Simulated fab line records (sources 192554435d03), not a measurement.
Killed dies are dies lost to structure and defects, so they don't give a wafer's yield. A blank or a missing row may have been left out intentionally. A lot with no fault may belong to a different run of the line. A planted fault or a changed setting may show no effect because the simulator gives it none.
Chamber matching || flow n5Finfet || N5_BEOL_M7_ILD_DEP_00 on pecvd-01 has 3 sister chambers
The step deposits SiCOH lowk from DEMS/porogen, target thk 179.75 nm, time 33.4 s. 6 wafers are shown with their chamber, then 12 later ones without.

== WAFERS PAIRED WITH THEIR CHAMBERS ==
{"wafer": "L090.1", "chamber": 0, "throttleValvePct (%)": 13.7, "heaterPowerW (W)": 255}
{"wafer": "L090.2", "chamber": 1, "throttleValvePct (%)": 14.5, "heaterPowerW (W)": 362}
{"wafer": "L090.3", "chamber": 2, "throttleValvePct (%)": 13.2, "heaterPowerW (W)": 268}
{"wafer": "L090.4", "chamber": 2, "throttleValvePct (%)": 13.4, "heaterPowerW (W)": 275}
{"wafer": "L090.5", "chamber": 1, "throttleValvePct (%)": 14.5, "heaterPowerW (W)": 366}
{"wafer": "L090.6", "chamber": 0, "throttleValvePct (%)": 13.5, "heaterPowerW (W)": 257}

== WAFERS WITHOUT THEIR CHAMBER ==
{"wafer": "L091.1", "throttleValvePct (%)": 13.6, "heaterPowerW (W)": 249}
{"wafer": "L091.2", "throttleValvePct (%)": 13.6, "heaterPowerW (W)": 242}
{"wafer": "L091.3", "throttleValvePct (%)": 14.5, "heaterPowerW (W)": 304}
{"wafer": "L091.4", "throttleValvePct (%)": 14.7, "heaterPowerW (W)": 303}
{"wafer": "L091.5", "throttleValvePct (%)": 13.5, "heaterPowerW (W)": 253}
{"wafer": "L091.6", "throttleValvePct (%)": 13.7, "heaterPowerW (W)": 241}
{"wafer": "L092.2", "throttleValvePct (%)": 14.5, "heaterPowerW (W)": 348}
{"wafer": "L092.3", "throttleValvePct (%)": 13.6, "heaterPowerW (W)": 267}
{"wafer": "L092.4", "throttleValvePct (%)": 14.4, "heaterPowerW (W)": 355}
{"wafer": "L094.1", "throttleValvePct (%)": 14.9, "heaterPowerW (W)": 372}
{"wafer": "L094.2", "throttleValvePct (%)": 13.9, "heaterPowerW (W)": 254}
{"wafer": "L094.4", "throttleValvePct (%)": 13.4, "heaterPowerW (W)": 271}

== THE CHAMBER EACH PASSED THROUGH ==
{"wafer": "L091.1", "from the rows above": 0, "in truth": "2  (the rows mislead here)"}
{"wafer": "L091.2", "from the rows above": 0, "in truth": 0}
{"wafer": "L091.3", "from the rows above": 2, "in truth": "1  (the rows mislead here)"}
{"wafer": "L091.4", "from the rows above": "can't be placed: 2 or 0", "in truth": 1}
{"wafer": "L091.5", "from the rows above": 0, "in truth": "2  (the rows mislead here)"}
{"wafer": "L091.6", "from the rows above": 0, "in truth": 0}
{"wafer": "L092.2", "from the rows above": 1, "in truth": 1}
{"wafer": "L092.3", "from the rows above": "can't be placed: 2 or 0", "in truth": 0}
{"wafer": "L092.4", "from the rows above": 1, "in truth": 1}
{"wafer": "L094.1", "from the rows above": 1, "in truth": 1}
{"wafer": "L094.2", "from the rows above": 0, "in truth": 0}
{"wafer": "L094.4", "from the rows above": 2, "in truth": 2}
Correctly placed: 7 of 12. Can't be placed from these rows: 2 (the true chamber is among the candidates in 1). Number placed wrongly: 3.
How it was worked out, from the rows above alone: a wafer's distance from a chamber is the root of the sum, over the readings, of the square of ((its reading less the chamber's mean) divided by the reading's scatter). If the next closest chamber is less than 2 further off than the closest, the wafer can't be placed; otherwise it belongs to the closest. The mean given for a chamber averages the wafers shown for that chamber. The scatter: the root of (the sum of the squares of (reading less its chamber's mean) over the shown wafers, divided by (wafers less chambers)).
